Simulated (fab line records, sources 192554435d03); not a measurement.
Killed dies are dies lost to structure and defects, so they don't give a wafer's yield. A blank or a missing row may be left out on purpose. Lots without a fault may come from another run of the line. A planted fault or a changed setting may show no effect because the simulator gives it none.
fab line records | flow n5_finfet
record lots=12 wafers=33 last_day=18
route steps=1938 shown DUMMY_GATE@247 SPACER0@260 SD_EPI_N@263
lots that met no fault: from a run of the same line without faults
start_h: hours from the record's first day to the start of the lot's first wafer shown | wait_h: hours since the lot's step before | " the same as in the row above | L1.1+2: a row that stands for several wafers | - no value, or no start given | * or withheld: withheld | < > ~ a bound
route shown NAME@n: a module of which the file shows steps, and the number in the route of the first | usual: mean/standard deviation of fault-free wafers | same: alike in all rows | chamber/n: place in a boat | sites: the reading at each site | _std_site: their standard deviation | _edge_site: outer sites' mean less inner sites' | radius_mm: how far each site lies from the wafer's centre | mask NAME#n: copy n | behind: the tool/chamber that last shaped the wafer | hold: why the lot was held/for how many hours/how that ended | device: the transistor (n, p or np) that didn't switch | end of line: the same wafers' tests at the end of the route | a step without rows: its recipe alone | killed: dies lost to structure and defects at the first sort, not the wafer's yield | map: a wafer's dies, x killed, . not, _ none there
set.NAME: the setting as run; set.NAME@STEP: as run at that earlier step | model.NAME: the simulator's own value behind a step, which no gauge read
steps of the route over a sample of lots; a table a step, a row a wafer
services: from which hour (start_h, from the record's first day; less than 0 if before it) a tool's chamber was out of use, for how many hours, and why
## steps
# step N5_DUMMY_GATE_ETCH_23
# recipe chemistry=HBr/Cl2/O2 HBr_flow_sccm=150 Cl2_flow_sccm=80 O2_flow_sccm=12 bias_w=102 target_depth_a=410 time_s=22.3 target=poly-Si mask_material=SiO2 pressure_mtorr=10 icp_w=800
# usual drypump_motor_current_A=5.9/0.41 oes_product_au=1.000/0.023 throttle_valve_pct=37.1/0.33
# columns lot.wafer tool chamber start_h wait_h drypump_motor_current_A oes_product_au rf_hours_counter_h throttle_valve_pct
L452.2 rie_si-04 2 52.99 0.0 5.9 0.996 2 37.4
L452.3 " 3 " " 6.0 1.008 5 36.7
L452.5 " 2 " " 5.9 1.008 - 37.4
L455.2 rie_si-01 0 70.58 0.0 5.4 1.025 38 37.4
L455.3 " 1 " " 5.4 1.004 57 37.1
L455.6 " 1 " " 5.4 0.989 - 37.1
L457.2 rie_si-02 3 83.36 0.0 6.1 1.022 104 37.2
L457.4 " 1 " " 6.2 0.981 20 36.5
L457.5 " 1 " " 6.2 0.991 - 36.5
L464.1 rie_si-04 2 126.54 0.0 5.9 0.989 3 37.4
L464.2 " 0 " " 5.8 0.963 153 37.3
L464.3 " 1 " " 6.5 0.988 48 37.2
L465.1 rie_si-01 3 129.93 0.0 6.5 0.974 73 37.8
L465.3 " 2 " " 6.2 0.991 196 37.5
L465.4 " 2 " " 6.2 0.988 - 37.5
L467.1 rie_si-02 3 143.44 0.0 6.1 1.016 105 37.2
L467.2 " 1 " " 6.2 0.989 21 36.5
L468.1 rie_si-01 0 148.23 0.0 5.4 1.025 39 37.4
L468.3 " 3 " " 6.5 0.968 74 37.8
L468.6 " 3 " " 6.5 0.959 - 37.8
L469.1 rie_si-02 1 158.76 0.0 6.1 0.987 22 36.5
L469.4 " 3 " " 6.1 1.023 105 37.2
L469.5 " 1 " " 6.1 0.990 - 36.5
L470.4 rie_si-01 1 164.33 0.0 5.3 0.996 58 37.1
L470.6 " 0 " " 5.4 1.026 - 37.4
L471.2 rie_si-01 1 169.09 0.0 5.4 1.006 58 37.1
L471.3 " 0 " " 5.4 1.027 40 37.4
L471.6 " 2 " " 6.2 1.005 - 37.1
L472.2 rie_si-02 3 177.17 0.0 6.1 1.029 105 37.2
L472.4 " 1 " " 6.1 0.993 22 36.5
L472.5 " 3 " " 6.1 1.034 - 37.1
L473.4 rie_si-04 2 184.13 0.0 5.9 0.987 5 37.4
L473.6 " 0 " " 5.8 0.969 - 37.3
# step N5_SPACER0_ALD_08
# recipe material=SiNx target_thk_a=20 temp_c=400 ald_precursor_family=SiH2I2 ald_co_reactant=N2/H2-plasma pressure_torr=2
# usual heater_power_w=836/74
# columns lot.wafer tool chamber start_h wait_h heater_power_w since_wet_clean_h
L452.2 ald_sin-03 3 53.88 0.1 734 46
L452.3 " 2 " " 871 46
L452.5 " 0 " " 823 -
L455.2 ald_sin-04 0 71.53 0.1 825 168
L455.3 " 3 " " 877 168
L455.6 " 1 " " 760 -
L457.2 ald_sin-04 1 84.49 0.3 768 181
L457.4 " 1 " " 754 -
L457.5 " 0 " " 792 -
L464.1 ald_sin-01 1 127.43 0.1 826 316
L464.2 " 0 " " 955 316
L464.3 " 2 " " 723 316
L465.1 ald_sin-01 3 130.84 0.1 945 320
L465.3 " 0 " " 948 320
L465.4 " 2 " " 720 320
L467.1 ald_sin-01 2 144.34 0.1 713 333
L467.2 " 0 " " 959 333
L468.1 ald_sin-03 1 149.13 0.1 865 141
L468.3 " 2 " " 888 141
L468.6 " 0 " " 820 -
L469.1 ald_sin-04 1 159.66 0.1 748 257
L469.4 " 3 " " 864 257
L469.5 " 0 " " 812 -
L470.4 ald_sin-03 3 165.57 0.1 744 158
L470.6 " 2 " " 855 -
L471.2 ald_sin-01 0 169.99 0.1 957 359
L471.3 " 1 " " 806 359
L471.6 " 2 " " 712 -
L472.2 ald_sin-03 0 178.43 0.1 843 171
L472.4 " 1 " " 868 171
L472.5 " 0 " " 832 -
L473.4 ald_sin-03 3 186.85 0.1 736 179
L473.6 " 3 " " 743 -
# step N5_SD_EPI_N_COAT_33
# recipe resist=SiARC temp_c=220 time_s=60 spin_rpm=1500 resist_thk_nm=35
# usual resist_line_temp_C=23.01/0.1 spin_speed_rpm=1500.2/1.1
# columns lot.wafer tool chamber start_h wait_h resist_line_temp_C spin_speed_rpm
L452.2 litho_track-04 0 54.08 - 22.92 1499.7
L452.3 " 0 " " 22.94 1499.7
L452.5 " 0 " " 22.93 1499.5
L455.2 litho_track-01 0 71.72 - 23.00 1592.7
L455.3 " 0 " " 23.16 1593.9
L455.6 " 0 " " 23.12 1593.6
L457.2 litho_track-01 0 84.74 - 23.04 1592.7
L457.4 " 0 " " 23.16 1594.3
L457.5 " 0 " " 23.11 1595.1
L464.1 litho_track-03 0 128.00 - 23.10 1500.7
L464.2 " 0 " " 23.10 1500.2
L464.3 " 0 " " 23.06 1500.4
L465.1 litho_track-04 0 131.03 - 22.77 1498.1
L465.3 " 0 " " 22.89 1500.0
L465.4 " 0 " " 22.88 1500.4
L467.1 litho_track-01 0 144.53 - 22.88 1500.6
L467.2 " 0 " " 22.98 1500.3
L468.1 litho_track-01 0 149.32 - 23.14 1500.5
L468.3 " 0 " " 23.01 1500.6
L468.6 " 0 " " 22.95 1499.0
L469.1 litho_track-03 0 159.85 - 22.96 1500.2
L469.4 " 0 " " 23.18 1501.6
L469.5 " 0 " " 22.99 1502.7
L470.4 litho_track-01 0 165.76 - 22.94 1499.5
L470.6 " 0 " " 22.95 1500.3
L471.2 litho_track-03 0 170.19 - 23.00 1500.0
L471.3 " 0 " " 23.07 1499.8
L471.6 " 0 " " 23.01 1498.8
L472.2 litho_track-04 0 178.62 - 23.09 1498.6
L472.4 " 0 " " 23.04 1499.1
L472.5 " 0 " " 23.08 1500.2
L473.4 litho_track-01 0 187.04 - 22.93 1500.9
L473.6 " 0 " " 23.17 1500.8
# step N5_SD_EPI_N_DESCUM_14
# recipe chemistry=O2 time_s=7.9 source_power_w=50 bias_power_w=20 pressure_mtorr=20 rf_frequency_hz=2.712e+07 temp_c=40 resist=CAR-ArF-block o2_flow_sccm=225
# usual drypump_motor_current_A=5.6/0.41 oes_product_au=0.82/0.098 rf_vpp_V=243.7/1.2 showerhead_plenum_p_Torr=2.13/0.066 throttle_valve_pct=20.45/0.16
# columns lot.wafer tool chamber start_h wait_h drypump_motor_current_A oes_product_au rf_hours_counter_h rf_vpp_V showerhead_plenum_p_Torr throttle_valve_pct
L452.2 rie_diel-06 1 54.53 0.0 6.1 0.74 171 241.9 1.99 20.33
L452.3 " 2 " " 5.3 0.93 12 246.2 2.23 20.20
L452.5 " 2 " " 5.3 0.93 - 243.1 2.23 20.21
L455.2 rie_diel-06 3 72.06 0.0 5.1 0.71 232 244.1 2.17 20.72
L455.3 " 0 " " 5.3 0.76 131 243.4 2.10 20.60
L455.6 " 2 " " 5.3 0.91 - 245.5 2.23 20.21
L457.2 rie_diel-01 1 85.07 0.0 6.1 0.90 42 244.1 2.13 20.43
L457.4 " 3 " " 5.6 0.71 - 244.7 2.18 20.64
L457.5 " 0 " " 5.4 0.91 - 244.6 2.16 20.38
L464.1 rie_diel-05 1 128.64 0.2 5.8 0.95 15 243.1 2.04 20.42
L464.2 " 2 " " 5.8 0.91 27 241.9 2.06 20.60
L464.3 " 0 " " 5.7 0.82 76 241.2 2.13 20.08
L465.1 rie_diel-05 1 132.15 0.8 5.9 0.95 17 242.3 2.04 20.42
L465.3 " 0 " " 5.8 0.82 78 243.6 2.12 20.09
L465.4 " 2 " " 5.8 0.91 29 241.4 2.06 20.58
L467.1 rie_diel-01 1 145.67 0.8 6.1 0.85 68 245.6 2.12 20.44
L467.2 " 0 " " 5.4 0.87 52 243.9 2.15 20.42
L468.1 rie_diel-01 0 150.25 0.6 5.4 0.87 54 243.5 2.15 20.40
L468.3 " 3 " " 5.6 0.70 212 243.5 2.17 20.68
L468.6 " 0 " " 5.4 0.87 - 243.9 2.15 20.41
L469.1 rie_diel-01 0 160.18 0.0 5.4 0.87 59 243.5 2.15 20.41
L469.4 " 3 " " 5.6 0.70 216 243.0 2.17 20.69
L469.5 " 2 " " 4.8 0.94 - 243.4 2.16 20.33
L470.4 rie_diel-01 3 166.21 0.0 5.6 0.69 218 244.0 2.17 20.69
L470.6 " 2 " " 4.9 0.93 - 244.9 2.16 20.32
L471.2 rie_diel-01 0 170.52 0.0 5.4 0.86 62 244.6 2.15 20.43
L471.3 " 3 " " 5.6 0.68 219 245.1 2.16 20.71
L471.6 " 3 " " 5.6 0.68 - 244.5 2.17 20.69
L472.2 rie_diel-06 0 179.00 0.1 5.3 0.75 158 243.8 2.09 20.63
L472.4 " 1 " " 6.2 0.71 - 240.0 1.97 20.40
L472.5 " 2 " " 5.2 0.86 - 244.3 2.22 20.26
L473.4 rie_diel-06 2 187.51 0.1 5.3 0.85 - 244.4 2.22 20.27
L473.6 " 0 " " 5.3 0.73 - 243.5 2.09 20.64
## services
# columns tool chamber start_h hours kind
rie_diel-06 0 33.54 14.8 repair
rie_diel-06 3 44.54 8.9 repair
rie_si-04 - 46.61 1.2 repair
ald_sin-04 3 78.90 5.6 repair
rie_diel-01 2 79.53 - clean
rie_diel-01 2 79.53 - consumable_replace:focus_ring
rie_diel-01 2 79.53 25.2 scheduled_down
rie_diel-01 2 79.53 25.2 vent_cycle
ald_sin-04 2 82.36 6.0 repair
rie_diel-05 1 89.71 3.3 repair
rie_diel-06 3 100.54 10.5 repair
rie_si-01 1 123.29 8.5 repair
rie_diel-06 - 125.58 28.1 pm
rie_diel-01 2 128.72 2.3 repair
rie_si-01 2 131.82 - clean
rie_si-01 2 131.82 13.2 scheduled_down
rie_si-01 2 131.82 13.2 vent_cycle
ald_sin-03 1 155.05 4.3 repair
ald_sin-04 3 161.32 9.1 repair
rie_diel-06 3 166.60 - clean
rie_diel-06 3 166.60 - consumable_replace:focus_ring
ald_sin-01 - 178.60 14.0 pm
ald_sin-01 0 178.60 14.0 vent_cycle
rie_si-04 - 181.82 0.2 repair
## key
first_sign step=N5_SD_EPI_N_COAT_33 reading=spin_speed_rpm direction=up sigmas=85 usual=* struck=*
effect none on later readings
met_at N5_SD_EPI_N_COAT_33
struck_lots L455,L457
tester_left_out L455,L457
not_acting_at N5_DUMMY_GATE_ETCH_23,N5_SPACER0_ALD_08,N5_SD_EPI_N_DESCUM_14
fault kind=process_parameter_drift tool=litho_track-01 chamber=- onset_h=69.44 steps=N5_SD_EPI_N_COAT_33 channel=spin_rpm offset=* shape=step end_h=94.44 acts_in=* stated=*
# tester_left_out: of these lots the tester's yield and bins aren't shown, on N5 and GAA mostly nor the transistor test; their killed dies are dies lost to structure and defects alone, not to doping, threshold or leakage, so they don't give the yield
